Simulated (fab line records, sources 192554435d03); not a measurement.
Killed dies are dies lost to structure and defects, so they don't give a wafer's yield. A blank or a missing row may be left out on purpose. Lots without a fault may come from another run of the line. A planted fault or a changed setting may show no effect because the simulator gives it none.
Chamber matching | flow n5_finfet | N5_GATE_CUT_CMP_02 on cmp-01: 4 sister chambers
The step polishes, stops on SiO2, t overpolish 12.7 s, target thk 0 nm. 27 wafers are shown with their chamber, then 12 later ones without.

WAFERS WITH THEIR CHAMBER
wafer  | chamber | motor_current_A (A) | time_to_endpoint_s (s) | overpolish_run_s (s)
L075.1 | 1       | 9.8                 | 26.7                   | 12.698
L075.4 | 2       | 10.3                | 25.6                   | 12.701
L075.5 | 0       | 9.5                 | 26.6                   | 12.699
L076.1 | 0       | 9.1                 | 26.8                   | 12.680
L076.2 | 3       | 9.3                 | 26.0                   | 12.698
L076.4 | 2       | 10.5                | 25.6                   | 12.705
L080.3 | 2       | 10.7                | 20.8                   | 12.690
L080.5 | 1       | 9.8                 | 26.3                   | 12.704
L080.6 | 2       | 10.2                | 23.7                   | 12.705
L081.2 | 2       | 10.6                | 25.5                   | 12.711
L081.4 | 1       | 10.3                | 24.5                   | 12.699
L081.6 | 2       | 9.9                 | 23.3                   | 12.699
L081.1 | 0       | 8.9                 | 25.1                   | 12.703
L081.3 | 3       | 9.3                 | 24.1                   | 12.691
L081.5 | 3       | 9.2                 | 22.4                   | 12.702
L083.2 | 0       | 9.4                 | 26.6                   | 12.697
L083.5 | 1       | 10.3                | 26.9                   | 12.717
L083.6 | 0       | 8.8                 | 24.2                   | 12.682
L085.1 | 3       | 9.6                 | 26.8                   | 12.703
L085.5 | 3       | 9.7                 | 24.2                   | 12.700
L085.6 | 0       | 8.8                 | 26.7                   | 12.708
L089.1 | 1       | 10.2                | 24.9                   | 12.684
L089.2 | 3       | 9.6                 | 28.6                   | 12.693
L089.5 | 0       | 9.1                 | 25.9                   | 12.686
L091.2 | 3       | 9.6                 | 29.2                   | 12.700
L091.4 | 2       | 10.7                | 26.4                   | 12.689
L091.5 | 3       | 9.7                 | 26.6                   | 12.706

SIGNATURES (means of the wafers above)
reading            | chamber 0 | chamber 1 | chamber 2 | chamber 3 | scatter within a chamber
motor_current_A    | 9.086     | 10.080    | 10.414    | 9.500     | 0.259
time_to_endpoint_s | 25.986    | 25.860    | 24.414    | 25.988    | 1.76
overpolish_run_s   | 12.69357  | 12.70040  | 12.70000  | 12.69913  | 0.00897
Rule: a wafer's distance from a chamber is the root of the sum, over the readings, of the square of ((its reading less the chamber's mean) divided by the reading's scatter). The wafer belongs to the nearest chamber; if the next one is less than 2 further off, it can't be placed. The scatter: the root of (the sum of the squares of (reading less its chamber's mean) over the shown wafers, divided by (wafers less chambers)).

WAFERS WITHOUT THEIR CHAMBER
wafer  | motor_current_A (A) | time_to_endpoint_s (s) | overpolish_run_s (s)
L093.1 | 9.1                 | 28.2                   | 12.709
L093.3 | 10.2                | 27.8                   | 12.689
L093.6 | 9.0                 | 29.4                   | 12.687
L094.2 | 10.6                | 26.1                   | 12.686
L094.3 | 9.9                 | 25.0                   | 12.690
L094.5 | 10.0                | 25.6                   | 12.697
L097.1 | 10.1                | 24.9                   | 12.702
L097.2 | 10.8                | 23.9                   | 12.712
L097.3 | 9.5                 | 23.1                   | 12.690
L097.4 | 9.9                 | 23.9                   | 12.687
L097.5 | 9.9                 | 21.5                   | 12.695
L097.6 | 10.0                | 25.2                   | 12.712

WHICH CHAMBER EACH WENT THROUGH
wafer  | from the rows above               | in truth
L093.1 | can't be placed: 0 or 3 or 1      | 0
L093.3 | can't be placed: 1 or 2 or 3      | 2
L093.6 | can't be placed: 0 or 3           | 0
L094.2 | can't be placed: 2 or 1           | 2
L094.3 | can't be placed: 1 or 3 or 2 or 0 | 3
L094.5 | can't be placed: 1 or 2 or 3      | 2
L097.1 | can't be placed: 1 or 2 or 3      | 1
L097.2 | can't be placed: 2 or 1           | 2
L097.3 | can't be placed: 3 or 0 or 1 or 2 | 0
L097.4 | can't be placed: 1 or 3 or 2 or 0 | 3
L097.5 | can't be placed: 1 or 2 or 3 or 0 | 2
L097.6 | can't be placed: 1 or 2 or 3      | 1
Placed correctly: 0 of 12. Can't be placed from these rows: 12 (the true chamber is among the candidates in 12). Placed wrongly: 0.
